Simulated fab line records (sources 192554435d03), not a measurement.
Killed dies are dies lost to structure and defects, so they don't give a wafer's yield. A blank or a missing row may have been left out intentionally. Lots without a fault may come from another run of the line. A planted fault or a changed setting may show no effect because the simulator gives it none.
Split-lot study + flow n5_finfet + route with 1938 steps; 7 lots, 21 wafers read

== SPLIT DETAILS ==
At N5_BEOL_M0_SAQP_PEB_12 (peb time 60 s), the setting peb_time_s was moved away from the recipe's 60 s on 5 of the 21 wafers read, by -11.8% to +20.7%. For the rest of the wafers, this setting stayed at what the recipe calls for.

== FROM THE SPLIT ON TO THE READING: in between, the file shows 1 step ==
- N5_BEOL_M0_SAQP_DEVELOP_13: develop time 30 s

== THE READING ==
cd_nm at N5_BEOL_M0_SAQP_CD_MEAS_14, given in nm (cd target 42.5 nm). Fault-free wafers of this fab line usually give 42.5 nm, standard deviation 0.41 nm.

| wafer  | tool, chamber at the split | peb_time_s as run, s | against the recipe | cd_nm, nm | against lot-mates on the recipe |
|--------|----------------------------|----------------------|--------------------|-----------|---------------------------------|
| L078.2 | litho_track-05, 0          | 60                   | recipe             | 42.5      | -                               |
| L078.4 | litho_track-05, 0          | 60                   | recipe             | 42.2      | -                               |
| L078.5 | litho_track-05, 0          | 60                   | recipe             | 42.2      | -                               |
| L080.2 | litho_track-05, 0          | 72.43                | +20.7%             | 39.8      | -2.8                            |
| L080.3 | litho_track-05, 0          | 60                   | recipe             | 42.5      | -                               |
| L080.6 | litho_track-05, 0          | 60                   | recipe             | 42.6      | -                               |
| L083.2 | litho_track-05, 0          | 60                   | recipe             | 41.8      | -                               |
| L083.4 | litho_track-05, 0          | 60                   | recipe             | 41.8      | -                               |
| L083.5 | litho_track-05, 0          | 60                   | recipe             | 42.0      | -                               |
| L085.1 | litho_track-05, 0          | 65.41                | +9.0%              | 40.8      | -1.4                            |
| L085.4 | litho_track-05, 0          | 60                   | recipe             | 42.2      | -                               |
| L085.6 | litho_track-05, 0          | 65.41                | +9.0%              | 40.9      | -1.3                            |
| L086.4 | litho_track-05, 0          | 60                   | recipe             | 42.1      | -                               |
| L086.5 | litho_track-05, 0          | 66.46                | +10.8%             | 40.4      | -1.6                            |
| L086.6 | litho_track-05, 0          | 60                   | recipe             | 42.0      | -                               |
| L091.3 | litho_track-02, 0          | 60                   | recipe             | 42.4      | -                               |
| L091.4 | litho_track-02, 0          | 52.94                | -11.8%             | 44.5      | +2.0                            |
| L091.6 | litho_track-02, 0          | 60                   | recipe             | 42.5      | -                               |
| L095.1 | litho_track-02, 0          | 60                   | recipe             | 42.5      | -                               |
| L095.2 | litho_track-02, 0          | 60                   | recipe             | 42.8      | -                               |
| L095.3 | litho_track-02, 0          | 60                   | recipe             | 43.0      | -                               |

FIT RESULTS
A straight line over all 21 wafers: cd_nm changes by -0.149 nm for each +1% of peb_time_s; r = -0.94; the points scatter about the line by 0.35 nm.
The same after taking each lot's own level away (the mean of its wafers on the recipe; 21 wafers): -0.147 nm for each +1%; r = -0.99; scatter 0.15 nm.
The reading moves by 3 nm for the largest change in peb_time_s, on that fit.
Across the lots, their own levels run from 41.87 to 42.77 nm, a range of 2.2 times the standard deviation given above.
Hence the lot-to-lot level has little effect on the slope; both slopes agree.
Check: for one of the wafers moved furthest among these (+20.7%), held out of the fit, the line's prediction against its lot-mates is -3.29 nm. Against them it came out at -2.75 nm.

== THESE WAFERS: OTHER SPLITS ==
Note: prior to the reading, these wafers also went through further splits. Each is held against what the fit with the lots' levels taken away leaves over:
| other split on the same wafers        | wafers away from the commonest value | r with cd_nm (lot level and that fit taken away) |
|---------------------------------------|--------------------------------------|--------------------------------------------------|
| N5_DUMMY_GATE_ETCH_42 bias_w          | 7                                    | +0.34                                            |
| N5_SD_EPI_P_PEB_07 peb_time_s         | 7                                    | +0.20                                            |
| N5_SD_EPI_P_DEVELOP_08 develop_time_s | 5                                    | +0.00                                            |
| N5_ILD0_CMP_12 down_force_psi         | 9                                    | +0.17                                            |
| N5_GATE_CUT_COAT_35 spin_rpm          | 7                                    | -0.25                                            |
| N5_MOL_CONTACT_COAG_ETCH_110 source_w | 9                                    | +0.49                                            |
| N5_MOL_CONTACT_COAG_ETCH_67 source_w  | 6                                    | -0.14                                            |
| N5_BEOL_M0_SAQP_PECVD_03 time_s       | 9                                    | -0.11                                            |

== THE FILE'S OWN FIT ==
cd_nm changes by -0.143 nm for each +1% of peb_time_s, r = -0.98.
